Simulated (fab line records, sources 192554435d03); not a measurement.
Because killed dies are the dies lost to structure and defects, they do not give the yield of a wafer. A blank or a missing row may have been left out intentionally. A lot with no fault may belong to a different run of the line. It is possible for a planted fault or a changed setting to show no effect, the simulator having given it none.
Split-lot experiment | flow n5_finfet | route with 1938 steps; 7 lots, 21 wafers read

THE SPLIT
At N5_BEOL_M14_EXPOSE_25 (exposes mask M14, target cd 280 nm), the setting dose_mj was moved away from the recipe's 26.6 on 7 of the 21 wafers read, by +2.9% to +6.9%. For the rest of the wafers, this setting stayed at what the recipe calls for.

FROM THE SPLIT TO THE READING: what the file shows between them, 3 steps
- N5_BEOL_M14_PEB_26: peb time 90 s
- N5_BEOL_M14_DEVELOP_27: develop time 45 s
- N5_BEOL_M14_HARDBAKE_32: time 120 s

THE READING
Shown in nm: cd_nm at N5_BEOL_M14_CD_MEAS_28, with target cd 284.4 nm. A value of 284.0 nm with a standard deviation of 1.9 nm is what fault-free wafers of this fab line usually give.

wafer  | tool, chamber at the split | dose_mj as run | against the recipe | cd_nm, nm | against lot-mates on the recipe
L075.1 | krf_scanner-01, 0          | 28.39          | +6.7%              | 297.4     | +14.2
L075.3 | krf_scanner-01, 0          | 26.6           | recipe             | 283.2     | -
L075.6 | krf_scanner-01, 0          | 28.39          | +6.7%              | 293.6     | +10.4
L078.2 | krf_scanner-02, 0          | 26.6           | recipe             | 283.6     | -
L078.3 | krf_scanner-02, 0          | 28.44          | +6.9%              | 295.4     | +10.8
L078.6 | krf_scanner-02, 0          | 26.6           | recipe             | 285.7     | -
L081.4 | krf_scanner-01, 0          | 26.6           | recipe             | 283.5     | -
L081.5 | krf_scanner-01, 0          | 27.71          | +4.2%              | 289.0     | +5.6
L081.6 | krf_scanner-01, 0          | 26.6           | recipe             | 283.4     | -
L080.3 | krf_scanner-02, 0          | 26.6           | recipe             | 282.3     | -
L080.5 | krf_scanner-02, 0          | 26.6           | recipe             | 279.9     | -
L080.6 | krf_scanner-02, 0          | 27.37          | +2.9%              | 288.3     | +7.2
L082.2 | krf_scanner-01, 0          | 26.6           | recipe             | 284.3     | -
L082.3 | krf_scanner-01, 0          | 26.6           | recipe             | 283.5     | -
L082.6 | krf_scanner-01, 0          | 26.6           | recipe             | 284.6     | -
L084.1 | krf_scanner-02, 0          | 26.6           | recipe             | 285.8     | -
L084.3 | krf_scanner-02, 0          | 26.6           | recipe             | 283.3     | -
L084.4 | krf_scanner-02, 0          | 26.6           | recipe             | 281.7     | -
L091.2 | krf_scanner-02, 0          | 27.69          | +4.1%              | 292.6     | +8.3
L091.5 | krf_scanner-02, 0          | 27.69          | +4.1%              | 292.7     | +8.4
L091.6 | krf_scanner-02, 0          | 26.6           | recipe             | 284.3     | -

FIT RESULTS
A straight line over all 21 wafers: cd_nm changes by +1.79 nm for each +1% of dose_mj; r = +0.95; the points scatter about the line by 1.6 nm.
The same after taking each lot's own level away (the mean of its wafers on the recipe; 21 wafers): +1.77 nm for each +1%; r = +0.96; scatter 1.3 nm.
That fit puts the effect of the largest move of dose_mj on the reading at 12 nm.
The span of the lots' own levels, 281.10 to 284.65 nm, comes to 1.9 times the standard deviation stated above.
The two slopes are in agreement: the lot-to-lot level therefore moves the slope only a little.
Check: with one of the wafers moved furthest among these (+6.9%) left out of the fit, the line predicts +12.8 nm for it against its lot-mates. It came out at +10.8 nm against them.

OTHER SPLITS ON THESE WAFERS
Before the reading, these wafers also passed through other splits. Each is held against what the fit with the lots' levels taken away leaves over:
other split on the same wafers | wafers away from the commonest value | r with cd_nm (lot level and that fit taken away)
N5_BEOL_M13_DESCUM_33 time_s   | 8                                    | -0.15
N5_BEOL_M14_COAT_65 spin_rpm   | 8                                    | -0.10

THE WHOLE CHAIN: every reading that the file lists as answering this split, in the file's order
step                   | what it does             | reading                                                         | change (the file's fit)              | r (the file's)
N5_BEOL_M14_CD_MEAS_28 | target cd 284.4 nm       | cd_nm                                                           | +1.73 nm for each +1% of the setting | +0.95
N5_BEOL_M14_DESCUM_33  | chemistry O2, time 7.9 s | BEOL_M14.cd_nm (the simulator's own value, which no gauge read) | +1.74 nm for each +1% of the setting | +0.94

FILE'S OWN FIT
cd_nm changes by +1.73 nm for each +1% of dose_mj, r = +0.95.
